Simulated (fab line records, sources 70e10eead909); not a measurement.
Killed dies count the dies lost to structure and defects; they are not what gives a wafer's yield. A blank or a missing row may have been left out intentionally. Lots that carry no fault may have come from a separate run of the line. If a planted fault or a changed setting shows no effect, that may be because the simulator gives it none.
Check for tools in common ; flow nand_harc ; Sampled: 10 lots, 30 wafers

THE REASON FOR OPENING IT
Flagged at NHARC_END_SORT_01: reading killed_at_array, on 3 of 10 lots. Fault-free wafers read 21, with a standard deviation of 8.9.
Rule: a lot gets a flag if all its wafers with a number sit over 4 standard deviations from that mean, or if no wafer of it has a number. As for the other lots, they are considered sound.

lot;measured;on;killed_at_array, wafer by wafer;flag
L396;day 19 14:56;prober-02;17 18 16;
L394;day 20 17:50;prober-02;13 16 13;
L402;day 21 05:49;prober-02;47 37 35;
L408;day 22 12:31;prober-01;674 667 664;FLAGGED
L407;day 22 19:32;prober-01;668 669 677;FLAGGED
L406;day 23 00:34;prober-02;673 671 671;FLAGGED
L414;day 23 16:56;prober-01;40 30 25;
L413;day 24 07:35;prober-02;19 25 24;
L415;day 24 08:28;prober-01;14 13 15;
L416;day 24 16:11;prober-02;25 22 19;
The mean of the flagged lots' numbers is 670, +649 from the usual (+73 standard deviations).

TOOL THAT RAN EACH LOT
The record holds 4 process steps before the reading, out of a route of 1159 steps. Each cell gives the tool, then ch followed by the chambers the sampled wafers passed through, then the start.
lot;flag;NHARC_A_CONTACT_ETCH_75;NHARC_A_CONTACT_ETCH_76;NHARC_A_CONTACT_ETCH_78;NHARC_A_CONTACT_ETCH_126
L396;;rie_diel-07 ch 0,2, day 16 23:08;rie_diel-07 ch 0,2, day 16 23:44 or earlier;rie_diel-07 ch 0,2, day 16 23:44;har_cap_etch-03 ch 0,1, day 17 00:44
L394;;rie_diel-03 ch 0,2, day 18 01:38;rie_diel-03 ch 1,2, day 18 03:51 or earlier;rie_diel-03 ch 1,3, day 18 03:51;har_cap_etch-02 ch 0,1, day 18 04:44
L402;;rie_diel-07 ch 2,3, day 18 11:27;rie_diel-07 ch 1,2,3, day 18 12:01 or earlier;rie_diel-07 ch 0,1,2, day 18 12:01;har_cap_etch-02 ch 0, day 18 12:50
L408;FLAGGED;rie_diel-03 ch 2,3, day 19 12:25;rie_diel-03 ch 0,1,3, day 19 13:18 or earlier;rie_diel-03 ch 0,1,3, day 19 13:18;har_cap_etch-01 ch 0,1, day 19 14:01
L407;FLAGGED;rie_diel-07 ch 0,2,3, day 19 13:56;rie_diel-07 ch 1,2,3, day 19 14:27 or earlier;rie_diel-07 ch 1,3, day 19 14:27;har_cap_etch-02 ch 0,1, day 19 15:28
L406;FLAGGED;rie_diel-03 ch 0,2,3, day 19 20:02;rie_diel-03 ch 0,1,3, day 19 20:36 or earlier;rie_diel-03 ch 0,1,2, day 19 20:36;har_cap_etch-02 ch 0,1, day 19 21:25
L414;;rie_diel-07 ch 2,3, day 20 22:43;rie_diel-07 ch 0,1,2, day 20 23:13 or earlier;rie_diel-07 ch 1,2,3, day 20 23:13;har_cap_etch-02 ch 0,1, day 21 00:16
L413;;rie_diel-03 ch 1,3, day 21 12:40;rie_diel-03 ch 0,3, day 21 13:17 or earlier;rie_diel-03 ch 1,2,3, day 21 13:17;har_cap_etch-01 ch 0,1, day 21 14:04
L415;;rie_diel-07 ch 1,2,3, day 21 21:41;rie_diel-07 ch 1,2,3, day 21 22:22 or earlier;rie_diel-03 ch 0,2,3, day 21 22:22;har_cap_etch-01 ch 0,1, day 21 23:17
L416;;rie_diel-07 ch 0,2,3, day 22 03:35;rie_diel-07 ch 1,2,3, day 22 04:32 or earlier;rie_diel-07 ch 0,1, day 22 04:32;har_cap_etch-01 ch 0,1, day 22 05:28
These steps, and what they do:
- NHARC_A_CONTACT_ETCH_75: etches the open film in CF4, target depth 39 nm, time 65 s.
- NHARC_A_CONTACT_ETCH_76: etches the open film in N2/H2, target depth 260 nm, time 475.3 s.
- NHARC_A_CONTACT_ETCH_78: etches the open film in O2/COS, target depth 2800 nm, time 728 s.
- NHARC_A_CONTACT_ETCH_126: etches the open film in C4F8/O2/Ar, time 155 s, target depth 956 nm.
- NHARC_END_SORT_01

FLAGGED AGAINST TOTAL, ONE TOOL AT A TIME (gauges that did the reading follow at the end)
step;tool;lots run;flagged;share of the flagged lots;sound lots run after its first flagged lot
NHARC_A_CONTACT_ETCH_75;rie_diel-03;4;2;some;1 (L413)
NHARC_A_CONTACT_ETCH_75;rie_diel-07;6;1;some;3 (L414,L415,L416)
NHARC_A_CONTACT_ETCH_76;rie_diel-03;4;2;some;1 (L413)
NHARC_A_CONTACT_ETCH_76;rie_diel-07;6;1;some;3 (L414,L415,L416)
NHARC_A_CONTACT_ETCH_78;rie_diel-03;5;2;some;2 (L413,L415)
NHARC_A_CONTACT_ETCH_78;rie_diel-07;5;1;some;2 (L414,L416)
NHARC_A_CONTACT_ETCH_126;har_cap_etch-01;4;1;some;3 (L413,L415,L416)
NHARC_A_CONTACT_ETCH_126;har_cap_etch-02;5;2;some;1 (L414)
NHARC_A_CONTACT_ETCH_126;har_cap_etch-03;1;0;none;-
NHARC_END_SORT_01;prober-01;4;2;some;2 (L414,L415)
NHARC_END_SORT_01;prober-02;6;1;some;2 (L413,L416)
NHARC_A_CONTACT_ETCH_76: start missing for some lots; hours and lot order therefore follow NHARC_A_CONTACT_ETCH_78.

THE TABLE: WHAT IT ALLOWS
No row of the table ran every flagged lot.

WHAT THE SIMULATOR PUT IN
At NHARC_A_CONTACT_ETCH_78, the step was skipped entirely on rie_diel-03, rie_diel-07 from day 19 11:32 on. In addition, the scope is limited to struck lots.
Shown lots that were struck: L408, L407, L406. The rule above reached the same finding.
